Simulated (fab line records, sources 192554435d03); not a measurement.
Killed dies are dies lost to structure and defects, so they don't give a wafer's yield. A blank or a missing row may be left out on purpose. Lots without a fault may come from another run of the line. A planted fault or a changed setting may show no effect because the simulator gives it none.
Which tool did it? | flow n5_finfet | 20 lots, 60 wafers sampled, at 3 steps of a route of 1938

WHAT THE GAUGES READ, wafer by wafer
N5_BEOL_M0_SAQP_OVL_MEAS_15.
lot  | measured     | on         | M0_CORE_OVL (nm)
L075 | day 5 14:35  | overlay-01 | -0.3 0.5 -0.3
L074 | day 5 17:52  | overlay-02 | 0.0 -0.3 0.0
L076 | day 5 21:54  | overlay-01 | 0.5 0.4 0.0
L077 | day 6 04:48  | overlay-01 | -0.8 -0.5 -0.2
L078 | day 6 13:13  | overlay-02 | 1.0 0.1 0.2
L080 | day 6 22:41  | overlay-01 | -0.7 0.3 0.1
L081 | day 7 02:49  | overlay-02 | -0.3 -1.5 -0.5
L082 | day 7 10:35  | overlay-01 | 0.4 0.3 1.1
L083 | day 7 13:29  | overlay-01 | 0.2 0.2 0.1
L084 | day 8 06:49  | overlay-02 | -0.6 -1.4 -0.4
L086 | day 8 23:38  | overlay-01 | -0.6 0.8 1.2
L087 | day 9 18:17  | overlay-01 | -0.5 -0.6 0.8
L088 | day 9 21:21  | overlay-01 | 0.4 0.8 -0.4
L089 | day 9 21:31  | overlay-02 | 0.3 0.4 0.4
L090 | day 9 23:56  | overlay-01 | -0.8 -0.6 -0.1
L091 | day 9 23:39  | overlay-02 | -1.0 0.2 -1.7
L092 | day 10 03:56 | overlay-01 | 1.3 0.6 0.2
L093 | day 10 10:10 | overlay-01 | -0.3 0.2 -0.3
L095 | day 11 01:53 | overlay-01 | 0.4 0.1 0.3
L097 | day 11 10:46 | overlay-02 | -0.8 0.7 1.3

WHICH TOOL RAN EACH LOT (tool, then ch and the chambers of the sampled wafers, then the start)
lot  | N5_MOL_CONTACT_COAG_ETCHBACK_132   | N5_MOL_CONTACT_COAG_ETCH_67
L075 | rie_diel-05 ch 0,2,3, day 5 05:53  | rie_diel-05 ch 0,1,3, day 5 07:17
L074 | rie_diel-06 ch 1,2, day 5 06:12    | rie_diel-02 ch 0,3, day 5 07:29
L076 | rie_diel-05 ch 0,1,3, day 5 14:00  | rie_diel-02 ch 0,2,3, day 5 15:31
L077 | rie_diel-05 ch 0,1,2, day 5 21:38  | rie_diel-02 ch 0,1,2, day 5 22:55
L078 | rie_diel-05 ch 0,3, day 6 05:49    | rie_diel-06 ch 0,2,3, day 6 07:14
L080 | rie_diel-02 ch 0,2,3, day 6 15:19  | rie_diel-05 ch 0,2, day 6 16:44
L081 | rie_diel-02 ch 0,2,3, day 6 18:20  | rie_diel-06 ch 0,2,3, day 6 19:43
L082 | rie_diel-05 ch 0,1,2, day 7 01:54  | rie_diel-05 ch 0,1,2, day 7 03:21
L083 | rie_diel-05 ch 2,3, day 7 06:34    | rie_diel-02 ch 1,2,3, day 7 07:52
L084 | rie_diel-06 ch 0,1,2, day 7 20:34  | rie_diel-02 ch 0,1, day 7 22:02
L086 | rie_diel-02 ch 2,3, day 8 15:23    | rie_diel-02 ch 1,2,3, day 8 17:17
L087 | rie_diel-05 ch 0,1,2, day 9 09:03  | rie_diel-05 ch 0,1,2, day 9 11:47
L088 | rie_diel-05 ch 0,1,2, day 9 09:49  | rie_diel-05 ch 1,2, day 9 13:06
L089 | rie_diel-02 ch 0,1,2, day 9 09:52  | rie_diel-02 ch 1,2, day 9 13:08
L090 | rie_diel-02 ch 0,1,2, day 9 12:03  | rie_diel-05 ch 0,1, day 9 14:54
L091 | rie_diel-02 ch 0,1,3, day 9 15:10  | rie_diel-02 ch 0,3, day 9 17:11
L092 | rie_diel-05 ch 0,1,2, day 9 16:01  | rie_diel-02 ch 0,1,3, day 9 18:35
L093 | rie_diel-05 ch 0,1, day 9 23:03    | rie_diel-05 ch 1,2,3, day 10 02:56
L095 | rie_diel-06 ch 0,2, day 10 17:47   | rie_diel-02 ch 1,2,3, day 10 19:05
L097 | rie_diel-06 ch 0,1,3, day 11 03:28 | rie_diel-02 ch 0,2, day 11 05:01
- N5_MOL_CONTACT_COAG_ETCHBACK_132: etches SiO2 in CHF3, target depth 10 nm, time 6.7 s.
- N5_MOL_CONTACT_COAG_ETCH_67: etches SOC in N2/H2, target depth 60 nm, overetch 21 nm, time 101.2 s.

WHAT THE TOOLS THEMSELVES READ (means of the sampled wafers that have a number; where no wafer has one, the mark that the record gives instead)
N5_MOL_CONTACT_COAG_ETCHBACK_132.
lot  | tool        | drypump_motor_current_A (A) | mfc_ar_sccm (sccm) | oes_product_au (a.u.) | rf_vpp_V (V) | showerhead_plenum_p_Torr (Torr) | throttle_valve_pct (%)
L075 | rie_diel-05 | 5.4                         | 200.1              | 0.78                  | 522          | 2.37                            | 18.59
L074 | rie_diel-06 | 5.5                         | 199.6              | 0.69                  | 508          | 2.33                            | 18.88
L076 | rie_diel-05 | 5.1                         | 199.9              | 0.73                  | 516          | 2.35                            | 18.54
L077 | rie_diel-05 | 5.3                         | 200.1              | 0.76                  | 516          | 2.36                            | 18.51
L078 | rie_diel-05 | 5.3                         | 200.0              | 0.78                  | 517          | 2.34                            | 18.55
L080 | rie_diel-02 | 5.6                         | 200.1              | 0.86                  | 530          | 2.41                            | 18.30
L081 | rie_diel-02 | 5.6                         | 200.2              | 0.86                  | 531          | 2.41                            | 18.30
L082 | rie_diel-05 | 5.2                         | 200.4              | 0.86                  | 518          | 2.36                            | 18.40
L083 | rie_diel-05 | 5.4                         | 200.5              | 0.72                  | 526          | 2.38                            | 18.72
L084 | rie_diel-06 | 5.5                         | 200.2              | 0.75                  | 515          | 2.38                            | 18.80
L086 | rie_diel-02 | 5.6                         | 200.4              | 0.82                  | 527          | 2.43                            | 18.37
L087 | rie_diel-05 | 5.2                         | 199.7              | 0.83                  | 516          | 2.35                            | 18.42
L088 | rie_diel-05 | 5.2                         | 199.5              | 0.82                  | 516          | 2.35                            | 18.42
L089 | rie_diel-02 | 5.7                         | 200.3              | 0.80                  | 541          | 2.42                            | 18.45
L090 | rie_diel-02 | 5.7                         | 200.5              | 0.80                  | 540          | 2.42                            | 18.44
L091 | rie_diel-02 | 5.8                         | 199.7              | 0.78                  | 530          | 2.38                            | 18.56
L092 | rie_diel-05 | 5.2                         | 200.0              | 0.81                  | 516          | 2.35                            | 18.42
L093 | rie_diel-05 | 5.0                         | 200.2              | 0.84                  | 510          | 2.32                            | 18.23
L095 | rie_diel-06 | 6.0                         | 200.1              | 0.75                  | 512          | 2.35                            | 19.03
L097 | rie_diel-06 | 5.6                         | 199.8              | 0.84                  | 526          | 2.42                            | 18.54

N5_MOL_CONTACT_COAG_ETCH_67.
lot  | tool        | drypump_motor_current_A (A) | oes_product_au (a.u.) | rf_vpp_V (V) | showerhead_plenum_p_Torr (Torr) | throttle_valve_pct (%)
L075 | rie_diel-05 | 5.2                         | 0.62                  | 522.9        | 2.50                            | 17.6
L074 | rie_diel-02 | 5.8                         | 0.70                  | 524.3        | 2.54                            | 17.5
L076 | rie_diel-02 | 5.6                         | 0.73                  | 525.3        | 2.58                            | 17.4
L077 | rie_diel-02 | 5.7                         | 0.70                  | 525.2        | 2.60                            | 17.5
L078 | rie_diel-06 | 6.0                         | 0.65                  | 525.2        | 2.57                            | 17.9
L080 | rie_diel-05 | 5.4                         | 0.69                  | 521.9        | 2.50                            | 17.6
L081 | rie_diel-06 | 6.0                         | 0.65                  | 524.8        | 2.57                            | 17.9
L082 | rie_diel-05 | 5.3                         | 0.73                  | 523.7        | 2.51                            | 17.5
L083 | rie_diel-02 | 5.7                         | 0.68                  | 526.0        | 2.63                            | 17.6
L084 | rie_diel-02 | 5.9                         | 0.64                  | 525.0        | 2.57                            | 17.8
L086 | rie_diel-02 | 5.7                         | 0.67                  | 526.4        | 2.62                            | 17.6
L087 | rie_diel-05 | 5.2                         | 0.69                  | 523.5        | 2.50                            | 17.5
L088 | rie_diel-05 | 5.1                         | 0.72                  | 522.2        | 2.51                            | 17.3
L089 | rie_diel-02 | 5.5                         | 0.68                  | 527.5        | 2.67                            | 17.5
L090 | rie_diel-05 | 5.0                         | 0.72                  | 521.6        | 2.48                            | 17.3
L091 | rie_diel-02 | 5.7                         | 0.68                  | 522.6        | 2.49                            | 17.5
L092 | rie_diel-02 | 5.8                         | 0.65                  | 523.4        | 2.55                            | 17.7
L093 | rie_diel-05 | 5.3                         | 0.74                  | 522.6        | 2.51                            | 17.4
L095 | rie_diel-02 | 5.7                         | 0.65                  | 525.9        | 2.61                            | 17.7
L097 | rie_diel-02 | 5.6                         | 0.68                  | 523.9        | 2.53                            | 17.4

THE ANSWER, worked out from the rows above alone
Rule: what is usual is taken from the lots themselves. Put in order of their means at a reading, lots are off if they are a third of the lots or fewer, leave a main group of 4 or more, and stand apart from it by a gap of 3 or more times the standard deviation of the main group's means; of several such gaps the widest counts. A main group whose means are all the same, to the digits that the tables above print for the reading, isn't used. A lot without any number at a reading at which 4 lots or more have one is off too. The other lots that the step has rows for count as sound. The gauges are gone through in route order, then the tools' own readings, and for those a lot's mean is taken as printed above. The first step at which some lot is off is used, and at that step the reading that is off furthest; a lot without a number counts as furthest.
No lot is off at any reading shown: from this, nothing can be told.

WHAT THE SIMULATOR HAD PUT IN
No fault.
